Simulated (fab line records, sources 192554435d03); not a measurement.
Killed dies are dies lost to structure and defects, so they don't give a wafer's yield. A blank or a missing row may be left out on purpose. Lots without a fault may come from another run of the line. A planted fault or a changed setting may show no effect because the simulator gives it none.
Which tool did it? | flow n5_finfet | 24 lots, 72 wafers sampled, at 6 steps of a route of 1938

WHAT THE GAUGES READ, wafer by wafer
N5_BEOL_M15_THK_MEAS_01. Usual: M15_ILD_THK 1641 nm, standard deviation 22.
lot  | measured     | on            | M15_ILD_THK (nm) | flag
L076 | day 11 21:08 | film_metro-01 | 1643 1673 1645   |
L075 | day 12 01:15 | film_metro-02 | 1657 1622 1643   |
L074 | day 12 03:52 | film_metro-02 | 1630 1612 1666   |
L077 | day 12 08:36 | film_metro-02 | 1621 1675 1646   |
L078 | day 12 16:52 | film_metro-01 | 1662 1655 1676   |
L079 | day 12 18:26 | film_metro-02 | 1639 1669 1654   |
L080 | day 13 03:29 | film_metro-02 | 1673 1684 1657   |
L082 | day 13 06:27 | film_metro-01 | 1617 1621 1639   |
L081 | day 13 11:08 | film_metro-01 | 1632 1617 1644   |
L083 | day 13 17:04 | film_metro-02 | 1624 1665 1662   |
L084 | day 13 17:10 | film_metro-02 | 1636 1588 1639   |
L085 | day 14 18:32 | film_metro-02 | 1639 1678 1658   |
L086 | day 14 23:40 | film_metro-02 | 1627 1650 1662   |
L088 | day 15 05:29 | film_metro-01 | 1647 1640 1668   |
L087 | day 15 08:56 | film_metro-02 | 1620 1621 1645   |
L089 | day 15 13:11 | film_metro-01 | 1634 1656 1666   |
L090 | day 15 18:33 | film_metro-02 | 1630 1628 1651   |
L091 | day 16 00:24 | film_metro-02 | 1601 1655 1614   |
L092 | day 16 06:58 | film_metro-01 | 1630 1672 1608   |
L094 | day 16 16:38 | film_metro-01 | 1652 1653 1633   |
L093 | day 16 18:17 | film_metro-02 | 1641 1632 1641   |
L095 | day 17 05:43 | film_metro-01 | 1617 1642 1653   |
L097 | day 17 07:01 | film_metro-02 | 1637 1675 1661   |
L096 | day 17 07:28 | film_metro-02 | 1624 1651 1625   |

N5_BEOL_M15_THK_MEAS_50: measures by xrf. Usual: M15_THK 832 nm, standard deviation 26.
lot  | measured     | on            | M15_THK (nm) | flag
L076 | day 12 02:04 | film_metro-01 | 828 872 789  |
L075 | day 12 07:23 | film_metro-01 | 785 826 790  |
L074 | day 12 11:02 | film_metro-01 | 803 803 823  |
L077 | day 12 13:13 | film_metro-02 | 836 811 834  |
L078 | day 12 21:58 | film_metro-01 | 831 854 787  |
L079 | day 13 05:37 | film_metro-01 | 822 824 831  |
L080 | day 13 11:22 | film_metro-01 | 803 829 829  |
L082 | day 13 12:47 | film_metro-02 | 800 880 859  |
L081 | day 13 16:59 | film_metro-02 | 876 807 862  |
L083 | day 13 23:43 | film_metro-02 | 828 823 819  |
L084 | day 14 01:08 | film_metro-01 | 823 830 824  |
L085 | day 15 00:16 | film_metro-02 | 778 820 865  |
L086 | day 15 04:44 | film_metro-01 | 862 776 867  |
L088 | day 15 11:55 | film_metro-01 | 818 831 835  |
L087 | day 15 15:34 | film_metro-01 | 844 840 852  |
L089 | day 15 17:55 | film_metro-02 | 817 826 832  |
L090 | day 15 23:06 | film_metro-01 | 847 849 842  |
L091 | day 16 05:59 | film_metro-01 | 787 886 875  |
L092 | day 16 11:56 | film_metro-02 | 861 882 869  |
L094 | day 16 23:17 | film_metro-01 | 816 819 819  |
L093 | day 16 23:36 | film_metro-01 | 830 833 820  |
L095 | day 17 15:16 | film_metro-02 | 859 833 774  |
L097 | day 17 14:55 | film_metro-01 | 803 808 810  |
L096 | day 17 14:56 | film_metro-01 | 870 781 846  |

WHICH TOOL RAN EACH LOT (tool, then ch and the chambers of the sampled wafers, then the start)
lot  | N5_BEOL_M15_ETCH_59                | N5_BEOL_M15_DESCUM_33              | N5_BEOL_M15_ETCH_61                | N5_BEOL_M15_SPUTTER_45
L076 | rie_diel-03 ch 1,2, day 11 21:33   | rie_diel-06 ch 1,2,3, day 11 23:16 | rie_diel-06 ch 1,2,3, day 11 23:18 | pvd_sputter-01, day 12 00:57
L075 | rie_diel-06 ch 0,3, day 12 01:48   | rie_diel-06 ch 2,3, day 12 03:21   | rie_diel-06 ch 2,3, day 12 03:23   | pvd_sputter-02, day 12 06:26
L074 | rie_diel-03 ch 0,1,3, day 12 04:25 | rie_diel-02 ch 0,1,2, day 12 06:01 | rie_diel-02 ch 0,1,2, day 12 06:03 | pvd_sputter-03, day 12 10:05
L077 | rie_diel-06 ch 0,2,3, day 12 09:02 | rie_diel-02 ch 1,2,3, day 12 10:35 | rie_diel-02 ch 1,2,3, day 12 10:38 | pvd_sputter-03, day 12 11:38
L078 | rie_diel-02 ch 1,2,3, day 12 17:50 | rie_diel-06 ch 0,2,3, day 12 19:22 | rie_diel-06 ch 0,2,3, day 12 19:24 | pvd_sputter-01, day 12 21:00
L079 | rie_diel-06 ch 1,2,3, day 12 18:59 | rie_diel-03 ch 0,1,2, day 12 20:42 | rie_diel-03 ch 0,1,2, day 12 20:44 | pvd_sputter-03, day 13 04:00
L080 | rie_diel-03 ch 1,2, day 13 04:02   | rie_diel-02 ch 1,2, day 13 05:38   | rie_diel-02 ch 1,2, day 13 05:40   | pvd_sputter-02, day 13 10:25
L082 | rie_diel-06 ch 0,1,3, day 13 07:00 | rie_diel-06 ch 0,1,2, day 13 08:26 | rie_diel-06 ch 0,1,2, day 13 08:28 | pvd_sputter-02, day 13 11:50
L081 | rie_diel-06 ch 0,2,3, day 13 11:38 | rie_diel-06 ch 0,2,3, day 13 13:11 | rie_diel-06 ch 0,2,3, day 13 13:13 | pvd_sputter-03, day 13 16:02
L083 | rie_diel-03 ch 1,2, day 13 17:37   | rie_diel-02 ch 2,3, day 13 19:30   | rie_diel-02 ch 2,3, day 13 19:32   | pvd_sputter-02, day 13 22:46
L084 | rie_diel-02 ch 1,2,3, day 13 17:46 | rie_diel-03 ch 0,1, day 13 19:33   | rie_diel-03 ch 0,1, day 13 19:35   | pvd_sputter-02, day 13 23:38
L085 | rie_diel-03 ch 0,1,2, day 14 18:59 | rie_diel-06 ch 1,2,3, day 14 20:54 | rie_diel-06 ch 1,2,3, day 14 20:56 | pvd_sputter-01, day 14 23:19
L086 | rie_diel-03 ch 0,1, day 15 00:06   | rie_diel-06 ch 0,1,2, day 15 01:39 | rie_diel-06 ch 0,1,2, day 15 01:41 | pvd_sputter-01, day 15 03:20
L088 | rie_diel-06 ch 1,2,3, day 15 06:07 | rie_diel-02 ch 0,2,3, day 15 07:41 | rie_diel-02 ch 0,2,3, day 15 07:43 | pvd_sputter-01, day 15 10:58
L087 | rie_diel-03 ch 0,1,2, day 15 09:29 | rie_diel-03 ch 0,1,3, day 15 11:13 | rie_diel-03 ch 0,1,3, day 15 11:15 | pvd_sputter-02, day 15 14:36
L089 | rie_diel-06 ch 0,1,2, day 15 13:44 | rie_diel-03 ch 0,3, day 15 15:24   | rie_diel-03 ch 0,3, day 15 15:26   | pvd_sputter-02, day 15 16:49
L090 | rie_diel-02 ch 2,3, day 15 19:01   | rie_diel-03 ch 0,1,3, day 15 20:26 | rie_diel-03 ch 0,1,3, day 15 20:28 | pvd_sputter-02, day 15 21:56
L091 | rie_diel-02 ch 1,2,3, day 16 01:01 | rie_diel-06 ch 1,2, day 16 02:41   | rie_diel-06 ch 1,2, day 16 02:43   | pvd_sputter-03, day 16 04:58
L092 | rie_diel-02 ch 0,3, day 16 07:29   | rie_diel-06 ch 0,1, day 16 09:08   | rie_diel-06 ch 0,1, day 16 09:10   | pvd_sputter-02, day 16 10:59
L094 | rie_diel-02 ch 1,2, day 16 17:32   | rie_diel-02 ch 2,3, day 16 19:19   | rie_diel-02 ch 2,3, day 16 19:22   | pvd_sputter-03, day 16 22:10
L093 | rie_diel-02 ch 1,2,3, day 16 18:47 | rie_diel-03 ch 0,2, day 16 20:39   | rie_diel-03 ch 0,2, day 16 20:41   | pvd_sputter-02, day 16 22:38
L095 | rie_diel-03 ch 0,1,3, day 17 06:17 | rie_diel-06 ch 1,2,3, day 17 08:05 | rie_diel-06 ch 1,2,3, day 17 08:07 | pvd_sputter-02, day 17 14:19
L097 | rie_diel-06 ch 0,1, day 17 07:43   | rie_diel-02 ch 2,3, day 17 09:19   | rie_diel-02 ch 2,3, day 17 09:21   | pvd_sputter-03, day 17 13:58
L096 | rie_diel-02 ch 2,3, day 17 07:53   | rie_diel-06 ch 1,2,3, day 17 09:31 | rie_diel-06 ch 1,2,3, day 17 09:34 | pvd_sputter-02, day 17 13:59
- N5_BEOL_M15_ETCH_59: etches BARC in N2/H2, target depth 89 nm, overetch 26.7 nm, time 67.9 s.
- N5_BEOL_M15_DESCUM_33: chemistry O2, time 7.9 s.
- N5_BEOL_M15_ETCH_61: etches BARC in N2/H2, target depth 89 nm, overetch 26.7 nm, time 67.9 s.
- N5_BEOL_M15_SPUTTER_45: material Cu, target thk 100 nm, time 16.67 s.

WHAT THE TOOLS THEMSELVES READ (means of the sampled wafers that have a number; where no wafer has one, the mark that the record gives instead)
N5_BEOL_M15_ETCH_59. Usual: drypump_motor_current_A 5.9 A, standard deviation 0.47; oes_product_au 0.69 a.u., standard deviation 0.058; rf_vpp_V 523.5 V, standard deviation 2.3; showerhead_plenum_p_Torr 2.53 Torr, standard deviation 0.076; throttle_valve_pct 17.8 %, standard deviation 0.32.
lot  | tool        | drypump_motor_current_A (A) | oes_product_au (a.u.) | rf_vpp_V (V) | showerhead_plenum_p_Torr (Torr) | throttle_valve_pct (%) | flag
L076 | rie_diel-03 | 6.0                         | 0.66                  | 521.5        | 2.44                            | 17.7                   |
L075 | rie_diel-06 | 5.6                         | 0.71                  | 526.6        | 2.65                            | 17.7                   |
L074 | rie_diel-03 | 5.9                         | 0.66                  | 522.3        | 2.50                            | 17.9                   |
L077 | rie_diel-06 | 5.6                         | 0.68                  | 525.7        | 2.60                            | 18.0                   |
L078 | rie_diel-02 | 6.0                         | 0.71                  | 522.7        | 2.51                            | 17.8                   |
L079 | rie_diel-06 | 5.4                         | 0.69                  | 525.0        | 2.57                            | 17.9                   |
L080 | rie_diel-03 | 6.3                         | 0.71                  | 523.4        | 2.50                            | 17.6                   |
L082 | rie_diel-06 | 5.7                         | 0.71                  | 524.6        | 2.58                            | 17.8                   |
L081 | rie_diel-06 | 5.6                         | 0.67                  | 525.9        | 2.59                            | 18.0                   |
L083 | rie_diel-03 | 6.0                         | 0.66                  | 522.2        | 2.44                            | 17.7                   |
L084 | rie_diel-02 | 6.0                         | 0.70                  | 522.1        | 2.51                            | 17.8                   |
L085 | rie_diel-03 | 6.2                         | 0.70                  | 522.9        | 2.48                            | 17.6                   |
L086 | rie_diel-03 | 6.0                         | 0.70                  | 522.4        | 2.45                            | 17.7                   |
L088 | rie_diel-06 | 5.4                         | 0.68                  | 524.4        | 2.56                            | 17.9                   |
L087 | rie_diel-03 | 6.2                         | 0.69                  | 522.0        | 2.47                            | 17.6                   |
L089 | rie_diel-06 | 5.6                         | 0.67                  | 523.2        | 2.53                            | 18.1                   |
L090 | rie_diel-02 | 5.6                         | 0.69                  | 521.4        | 2.47                            | 17.9                   |
L091 | rie_diel-02 | 6.0                         | 0.69                  | 522.4        | 2.50                            | 17.9                   |
L092 | rie_diel-02 | 5.6                         | 0.70                  | 522.3        | 2.49                            | 17.5                   |
L094 | rie_diel-02 | 6.4                         | 0.67                  | 522.9        | 2.53                            | 17.9                   |
L093 | rie_diel-02 | 6.0                         | 0.68                  | 523.6        | 2.50                            | 17.9                   |
L095 | rie_diel-03 | 5.9                         | 0.70                  | 523.0        | 2.48                            | 17.8                   |
L097 | rie_diel-06 | 5.9                         | 0.68                  | 523.4        | 2.53                            | 18.0                   |
L096 | rie_diel-02 | 5.6                         | 0.68                  | 521.7        | 2.47                            | 17.9                   |

N5_BEOL_M15_DESCUM_33. Usual: drypump_motor_current_A 5.8 A, standard deviation 0.46; oes_product_au 0.81 a.u., standard deviation 0.073; rf_vpp_V 243.0 V, standard deviation 1.2; showerhead_plenum_p_Torr 2.08 Torr, standard deviation 0.065; throttle_valve_pct 20.41 %, standard deviation 0.26.
lot  | tool        | drypump_motor_current_A (A) | oes_product_au (a.u.) | rf_vpp_V (V) | showerhead_plenum_p_Torr (Torr) | throttle_valve_pct (%) | flag
L076 | rie_diel-06 | 5.4                         | 0.83                  | 243.4        | 2.11                            | 20.42                  |
L075 | rie_diel-06 | 5.4                         | 0.77                  | 243.4        | 2.13                            | 20.60                  |
L074 | rie_diel-02 | 6.3                         | 0.79                  | 243.5        | 2.10                            | 20.29                  |
L077 | rie_diel-02 | 6.0                         | 0.83                  | 242.0        | 2.06                            | 20.27                  |
L078 | rie_diel-06 | 5.6                         | 0.79                  | 243.7        | 2.14                            | 20.60                  |
L079 | rie_diel-03 | 6.1                         | 0.83                  | 242.6        | 2.05                            | 20.31                  |
L080 | rie_diel-02 | 6.3                         | 0.85                  | 242.8        | 2.06                            | 20.34                  |
L082 | rie_diel-06 | 5.7                         | 0.81                  | 242.1        | 2.08                            | 20.58                  |
L081 | rie_diel-06 | 5.6                         | 0.79                  | 243.1        | 2.14                            | 20.62                  |
L083 | rie_diel-02 | 5.8                         | 0.86                  | 242.7        | 2.03                            | 20.34                  |
L084 | rie_diel-03 | 6.0                         | 0.83                  | 242.1        | 2.02                            | 20.20                  |
L085 | rie_diel-06 | 5.4                         | 0.81                  | 243.5        | 2.11                            | 20.44                  |
L086 | rie_diel-06 | 5.6                         | 0.79                  | 242.6        | 2.08                            | 20.60                  |
L088 | rie_diel-02 | 5.8                         | 0.87                  | 242.2        | 2.07                            | 20.18                  |
L087 | rie_diel-03 | 5.9                         | 0.84                  | 242.7        | 2.05                            | 20.35                  |
L089 | rie_diel-03 | 6.1                         | 0.90                  | 243.5        | 2.07                            | 20.09                  |
L090 | rie_diel-03 | 5.9                         | 0.84                  | 242.5        | 2.05                            | 20.35                  |
L091 | rie_diel-06 | 5.5                         | 0.82                  | 243.1        | 2.04                            | 20.44                  |
L092 | rie_diel-06 | 5.7                         | 0.84                  | 242.7        | 2.06                            | 20.44                  |
L094 | rie_diel-02 | 5.5                         | 0.80                  | 242.1        | 2.02                            | 20.32                  |
L093 | rie_diel-03 | 6.5                         | 0.86                  | 243.0        | 2.10                            | 20.19                  |
L095 | rie_diel-06 | 5.4                         | 0.79                  | 243.2        | 2.10                            | 20.47                  |
L097 | rie_diel-02 | 5.5                         | 0.79                  | 242.1        | 2.02                            | 20.34                  |
L096 | rie_diel-06 | 5.4                         | 0.79                  | 243.7        | 2.10                            | 20.48                  |

N5_BEOL_M15_ETCH_61. Usual: drypump_motor_current_A 5.8 A, standard deviation 0.46; oes_product_au 0.69 a.u., standard deviation 0.056; rf_vpp_V 523.4 V, standard deviation 2.1; showerhead_plenum_p_Torr 2.53 Torr, standard deviation 0.07; throttle_valve_pct 17.8 %, standard deviation 0.31.
lot  | tool        | drypump_motor_current_A (A) | oes_product_au (a.u.) | rf_vpp_V (V) | showerhead_plenum_p_Torr (Torr) | throttle_valve_pct (%) | flag
L076 | rie_diel-06 | 5.4                         | 0.70                  | 524.5        | 2.57                            | 17.9                   |
L075 | rie_diel-06 | 5.4                         | 0.67                  | 525.1        | 2.59                            | 18.0                   |
L074 | rie_diel-02 | 6.4                         | 0.67                  | 524.1        | 2.55                            | 17.8                   |
L077 | rie_diel-02 | 6.0                         | 0.71                  | 522.8        | 2.51                            | 17.8                   |
L078 | rie_diel-06 | 5.6                         | 0.67                  | 524.9        | 2.60                            | 18.0                   |
L079 | rie_diel-03 | 6.2                         | 0.71                  | 522.8        | 2.48                            | 17.6                   |
L080 | rie_diel-02 | 6.3                         | 0.73                  | 522.3        | 2.53                            | 18.0                   |
L082 | rie_diel-06 | 5.6                         | 0.68                  | 522.8        | 2.53                            | 18.1                   |
L081 | rie_diel-06 | 5.6                         | 0.67                  | 525.4        | 2.59                            | 18.0                   |
L083 | rie_diel-02 | 5.8                         | 0.74                  | 521.6        | 2.50                            | 18.0                   |
L084 | rie_diel-03 | 6.0                         | 0.71                  | 522.0        | 2.45                            | 17.6                   |
L085 | rie_diel-06 | 5.4                         | 0.69                  | 524.4        | 2.56                            | 17.9                   |
L086 | rie_diel-06 | 5.7                         | 0.68                  | 523.1        | 2.53                            | 18.1                   |
L088 | rie_diel-02 | 5.9                         | 0.74                  | 523.4        | 2.52                            | 17.7                   |
L087 | rie_diel-03 | 5.9                         | 0.71                  | 521.7        | 2.49                            | 17.8                   |
L089 | rie_diel-03 | 6.0                         | 0.76                  | 523.4        | 2.53                            | 17.7                   |
L090 | rie_diel-03 | 5.9                         | 0.70                  | 522.5        | 2.48                            | 17.8                   |
L091 | rie_diel-06 | 5.4                         | 0.69                  | 522.4        | 2.50                            | 18.0                   |
L092 | rie_diel-06 | 5.7                         | 0.70                  | 522.3        | 2.51                            | 17.9                   |
L094 | rie_diel-02 | 5.5                         | 0.68                  | 521.9        | 2.47                            | 17.9                   |
L093 | rie_diel-03 | 6.5                         | 0.72                  | 523.2        | 2.53                            | 17.5                   |
L095 | rie_diel-06 | 5.4                         | 0.67                  | 524.4        | 2.56                            | 17.9                   |
L097 | rie_diel-02 | 5.6                         | 0.68                  | 521.8        | 2.47                            | 17.9                   |
L096 | rie_diel-06 | 5.4                         | 0.67                  | 524.8        | 2.56                            | 17.9                   |

N5_BEOL_M15_SPUTTER_45. Usual: throttle_valve_pct 29.7 %, standard deviation 1.
lot  | tool           | throttle_valve_pct (%) | flag
L076 | pvd_sputter-01 | 30.8                   |
L075 | pvd_sputter-02 | 30.2                   |
L074 | pvd_sputter-03 | 29.7                   |
L077 | pvd_sputter-03 | 29.3                   |
L078 | pvd_sputter-01 | 30.0                   |
L079 | pvd_sputter-03 | 29.7                   |
L080 | pvd_sputter-02 | 30.6                   |
L082 | pvd_sputter-02 | 29.4                   |
L081 | pvd_sputter-03 | 29.6                   |
L083 | pvd_sputter-02 | 28.9                   |
L084 | pvd_sputter-02 | 30.1                   |
L085 | pvd_sputter-01 | 29.6                   |
L086 | pvd_sputter-01 | 30.9                   |
L088 | pvd_sputter-01 | 30.2                   |
L087 | pvd_sputter-02 | 29.4                   |
L089 | pvd_sputter-02 | 29.5                   |
L090 | pvd_sputter-02 | 29.5                   |
L091 | pvd_sputter-03 | 29.0                   |
L092 | pvd_sputter-02 | 30.1                   |
L094 | pvd_sputter-03 | 29.2                   |
L093 | pvd_sputter-02 | 28.5                   |
L095 | pvd_sputter-02 | 29.5                   |
L097 | pvd_sputter-03 | 29.5                   |
L096 | pvd_sputter-02 | 30.4                   |

THE ANSWER, worked out from the rows above alone
Rule: a lot is off if the mean of its wafers that have a number lies more than 3 standard deviations from the usual mean. A lot without any number at a reading at which 4 lots or more have one is off too. The other lots that the step has rows for count as sound. The gauges are gone through in route order, then the tools' own readings, and for those a lot's mean is taken as printed above. The first step at which some lot is off is used, and at that step the reading that is off furthest; a lot without a number counts as furthest.
No lot is off at any reading shown: from this, nothing can be told.

WHAT THE SIMULATOR HAD PUT IN
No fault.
